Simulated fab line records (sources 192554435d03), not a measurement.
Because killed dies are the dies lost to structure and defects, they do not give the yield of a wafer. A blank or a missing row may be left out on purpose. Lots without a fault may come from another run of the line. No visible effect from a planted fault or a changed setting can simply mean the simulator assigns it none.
Chamber matching || flow n5_finfet || N5_BEOL_M9_ILD_DEP_00 on pecvd-04 has 3 sister chambers
The step deposits SiCOH lowk from DEMS/porogen, target thk 308.51 nm, time 58 s. 6 wafers are shown with their chamber, then 10 later ones without.

== WAFERS WITH THEIR CHAMBER ==
{"wafer": "L084.5", "chamber": 1, "throttle_valve_pct (%)": 15.0, "heater_power_w (W)": 294}
{"wafer": "L084.6", "chamber": 2, "throttle_valve_pct (%)": 13.4, "heater_power_w (W)": 358}
{"wafer": "L093.4", "chamber": 0, "throttle_valve_pct (%)": 13.4, "heater_power_w (W)": 278}
{"wafer": "L093.6", "chamber": 2, "throttle_valve_pct (%)": 13.4, "heater_power_w (W)": 317}
{"wafer": "L089.3", "chamber": 0, "throttle_valve_pct (%)": 13.2, "heater_power_w (W)": 277}
{"wafer": "L089.4", "chamber": 1, "throttle_valve_pct (%)": 15.1, "heater_power_w (W)": 312}

== WAFERS WITH NO CHAMBER GIVEN ==
{"wafer": "L089.6", "throttle_valve_pct (%)": 13.0, "heater_power_w (W)": 281}
{"wafer": "L096.1", "throttle_valve_pct (%)": 15.0, "heater_power_w (W)": 311}
{"wafer": "L096.5", "throttle_valve_pct (%)": 13.7, "heater_power_w (W)": 355}
{"wafer": "L096.6", "throttle_valve_pct (%)": 15.1, "heater_power_w (W)": 313}
{"wafer": "L090.2", "throttle_valve_pct (%)": 13.5, "heater_power_w (W)": 275}
{"wafer": "L090.4", "throttle_valve_pct (%)": 13.5, "heater_power_w (W)": 312}
{"wafer": "L090.5", "throttle_valve_pct (%)": 14.9, "heater_power_w (W)": 364}
{"wafer": "L097.4", "throttle_valve_pct (%)": 13.6, "heater_power_w (W)": 316}
{"wafer": "L097.5", "throttle_valve_pct (%)": 13.3, "heater_power_w (W)": 292}
{"wafer": "L097.6", "throttle_valve_pct (%)": 15.2, "heater_power_w (W)": 363}

== WHICH CHAMBER EACH ONE RAN IN ==
{"wafer": "L089.6", "from the rows above": 0, "in truth": 0}
{"wafer": "L096.1", "from the rows above": 1, "in truth": 1}
{"wafer": "L096.5", "from the rows above": 2, "in truth": 2}
{"wafer": "L096.6", "from the rows above": 1, "in truth": 1}
{"wafer": "L090.2", "from the rows above": "can't be placed: 0 or 2", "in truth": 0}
{"wafer": "L090.4", "from the rows above": "can't be placed: 2 or 0", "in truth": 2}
{"wafer": "L090.5", "from the rows above": 1, "in truth": 1}
{"wafer": "L097.4", "from the rows above": "can't be placed: 2 or 0", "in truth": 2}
{"wafer": "L097.5", "from the rows above": "can't be placed: 0 or 2", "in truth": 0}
{"wafer": "L097.6", "from the rows above": 1, "in truth": 1}
Placed correctly: 6 of 10. Can't be placed from these rows: 4 (the true chamber is among the candidates in 4). Wrongly placed: 0.
How it was worked out, from the rows above alone: a wafer's distance from a chamber is the root of the sum, over the readings, of the square of ((its reading less the chamber's mean) divided by the reading's scatter). The wafer belongs to the nearest chamber; if the next one is less than 2 further off, it can't be placed. Each chamber's mean is taken over the wafers shown for it. The scatter: the root of (the sum of the squares of (reading less its chamber's mean) over the shown wafers, divided by (wafers less chambers)).
